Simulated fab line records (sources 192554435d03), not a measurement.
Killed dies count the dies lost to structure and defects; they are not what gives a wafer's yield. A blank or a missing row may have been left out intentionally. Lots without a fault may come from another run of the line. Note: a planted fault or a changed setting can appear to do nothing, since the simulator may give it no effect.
Comparing a struck lot with a sound one ; flow n5 finfet ; 15 out of 1938 route steps
Sound: wafers L808.1, L808.2, L808.5. Struck: wafer L813.5. (L813.6 of the same lot was not struck and is left out.) The cause comes at the end.
Order at every step that has rows: each side's tool, ch and its chambers, its first start. Under that, the readings that differ: sound wafers ; struck wafers ; difference of the means ; sigmas: that difference in standard deviations of wafers without a fault.
alike: readings whose means differ by less than 2 such deviations, and words and numbers that are the same on both sides. not compared: withheld readings, readings that some wafer has no value for, bounds like >300 that may hide the same value, and numbers for which the record gives no deviation and whose values overlap.
A row with sigmas, a row that says differs or no value, or rows on one side alone: a step with any of these is where the two part. Non-overlapping numbers with no deviation appear without sigmas and do not part them. A reading that every wafer of one side lacks parts them only if that side has two wafers or more.

N5_BEOL_M11_TRENCH_ETCH_37: etches SiCOH lowk in C4F6/O2, target depth 148.83 nm, time 48 s.
  sound on rie diel-06 ch 0,2; struck on rie diel-02 ch 0
  alike: drypump motor current A, oes product au, rf vpp V, showerhead plenum p Torr, throttle valve pct
  not compared: rf hours counter h
then, 1 step without rows for these wafers: N5_BEOL_M11_ETCH_41 (etches SiCN in CH3F/O2, target depth 42.6 nm, time 86 s).
N5_BEOL_M11_STRIP_77: strips in N2/H2, time 10 s.
  sound on rie diel-06 ch 0,2; struck on rie diel-02 ch 0
reading;sound;struck;difference;sigmas
throttle valve pct (%);23.3 23.0 23.0;24.2;+1.1;+3
  alike: drypump motor current A, h2 flow sccm, oes product au, rf vpp V, showerhead plenum p Torr
  not compared: rf hours counter h
N5_BEOL_M11_OCD_MEAS_38:
  sound on ocd-01 at day 13 11:00; struck on ocd-01 at day 15 01:19
  alike: trench depth nm
then, 4 steps without rows for these wafers: N5_BEOL_M11_HM_STRIP_39 (strips TiN in peroxide tin strip, target depth 25 nm, time 158 s); N5_BEOL_M11_SRD_40 (time 30 s); N5_BEOL_M11_PRECLEAN_42 (cleans in residue remover, time 60 s); N5_BEOL_M11_SRD_43 (time 30 s).
N5_BEOL_M11_CD_MEAS_35 targets a cd of 70 nm.
  sound on cd sem-01 at day 13 11:09; struck on cd sem-03 at day 15 01:28
  alike: cd nm
then, 1 step without rows for these wafers: N5_BEOL_M11_CURE_72 (cures SiCOH lowk, time 120 s).
N5_BEOL_M11_DEGAS_44: time 60 s.
  sound on pvd sputter-03 at day 13 11:52; struck on pvd sputter-03 at day 15 02:26
  alike: heater power w
N5_BEOL_M11_PRE_CLEAN_45: time 30 s.
  sound on pvd sputter-03 at day 13 11:55; struck on pvd sputter-03 at day 15 02:28
  alike: heater power w
N5_BEOL_M11_ALD_74: deposits TaN, target thk 2 nm, pulse time 2 s, purge time 3 s.
  sound on ald metal-01 ch 1,2,3, day 13 11:58; struck on ald metal-01 ch 2, day 15 02:38
reading;sound;struck;difference;sigmas
ald cycles;40 40 40;31;-9;
model.TaN_of_BEOL_M11_ALD_74.thk nm (nm);2 2 2;1.6;-0.4;
  alike: heater power outer w, heater power w
N5_BEOL_M11_SURFACE_TREAT_76:
  sound on pvd sputter-03 at day 13 12:19; struck on pvd sputter-03 at day 15 02:52
  not compared: throttle valve pct
-- record jumps: 2 days separate the struck wafers' starts on either side; left off in module BEOL_M11, taken up again in module PASSIVATION, whose first shown step is the route's number 1936 --
N5_PASSIVATION_PROBE_49:
  only the struck wafers here have rows in the record (prober-01, day 17 03:45); the sound ones have none

WHERE THEY PART
Last at N5_PASSIVATION_PROBE_49 as far as this record goes, first at N5_BEOL_M11_STRIP_77.

WHY: the cause the simulator had injected
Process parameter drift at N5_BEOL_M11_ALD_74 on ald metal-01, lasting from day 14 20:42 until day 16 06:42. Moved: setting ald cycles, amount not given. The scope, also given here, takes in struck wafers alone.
